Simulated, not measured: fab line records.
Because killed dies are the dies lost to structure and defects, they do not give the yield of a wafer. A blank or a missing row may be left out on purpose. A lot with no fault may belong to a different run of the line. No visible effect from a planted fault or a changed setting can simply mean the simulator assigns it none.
Which tool was responsible? :: flow n5_finfet :: Sampling: 12 lots, 36 wafers, 2 of 1938 route steps

WHAT EACH GAUGE READ, for each wafer
N5_BEOL_M1_RS_MEAS_58: measures by four-point-probe.
lot: L075
measured: day 6 23:37
on: film_metro-01
M1_RS (ohm/sq): 0.68 0.66 0.60

lot: L077
measured: day 7 02:48
on: film_metro-01
M1_RS (ohm/sq): 0.63 0.62 0.62

lot: L079
measured: day 8 00:30
on: film_metro-02
M1_RS (ohm/sq): 0.74 0.65 0.64

lot: L081
measured: day 8 04:21
on: film_metro-02
M1_RS (ohm/sq): 0.70 0.70 0.64

lot: L083
measured: day 8 18:01
on: film_metro-01
M1_RS (ohm/sq): 0.64 0.65 0.64

lot: L085
measured: day 9 19:23
on: film_metro-02
M1_RS (ohm/sq): 0.62 0.64 0.68

lot: L086
measured: day 10 01:08
on: film_metro-02
M1_RS (ohm/sq): 0.71 0.68 0.66

lot: L089
measured: day 10 07:44
on: film_metro-01
M1_RS (ohm/sq): 0.67 0.69 0.71

lot: L091
measured: day 11 00:50
on: film_metro-02
M1_RS (ohm/sq): 0.66 0.67 0.66

lot: L093
measured: day 11 08:46
on: film_metro-02
M1_RS (ohm/sq): 0.68 0.68 0.63

lot: L094
measured: day 11 18:05
on: film_metro-01
M1_RS (ohm/sq): 0.74 0.71 0.69

lot: L097
measured: day 12 17:04
on: film_metro-01
M1_RS (ohm/sq): 0.66 0.64 0.62

WHICH TOOL RAN EACH LOT (tool, then ch and the chambers of the sampled wafers, then the start)
lot: L075
N5_BEOL_M1_SPUTTER_90: pvd_sputter-01, day 6 21:49

lot: L077
N5_BEOL_M1_SPUTTER_90: pvd_sputter-03, day 7 01:05

lot: L079
N5_BEOL_M1_SPUTTER_90: pvd_sputter-01, day 7 22:47

lot: L081
N5_BEOL_M1_SPUTTER_90: pvd_sputter-01, day 8 02:19

lot: L083
N5_BEOL_M1_SPUTTER_90: pvd_sputter-01, day 8 16:04

lot: L085
N5_BEOL_M1_SPUTTER_90: pvd_sputter-02, day 9 17:34

lot: L086
N5_BEOL_M1_SPUTTER_90: pvd_sputter-01, day 9 23:26

lot: L089
N5_BEOL_M1_SPUTTER_90: pvd_sputter-01, day 10 05:59

lot: L091
N5_BEOL_M1_SPUTTER_90: pvd_sputter-01, day 10 22:56

lot: L093
N5_BEOL_M1_SPUTTER_90: pvd_sputter-01, day 11 06:49

lot: L094
N5_BEOL_M1_SPUTTER_90: pvd_sputter-03, day 11 16:22

lot: L097
N5_BEOL_M1_SPUTTER_90: pvd_sputter-03, day 12 15:09
- N5_BEOL_M1_SPUTTER_90: material Cu, target thk 4.5 nm, time 8.29 s.

THE ANSWER, worked out from the rows above alone
Rule: the usual values come from the lots themselves. The widest of any qualifying gaps counts: lots, ordered by their means at a reading, are off when they make up no more than a third of the lots, leave a main group of 4 or more, and stand apart from it by 3 or more times the standard deviation of that group's means. Not used: any main group whose means are identical at the precision the tables above print for the reading. A lot without any number at a reading at which 4 lots or more have one is off too. Any other lot the step has rows for is counted as sound.
No lot is off on any of the readings shown, so nothing can be concluded from this.

WHAT WAS PUT IN BY THE SIMULATOR
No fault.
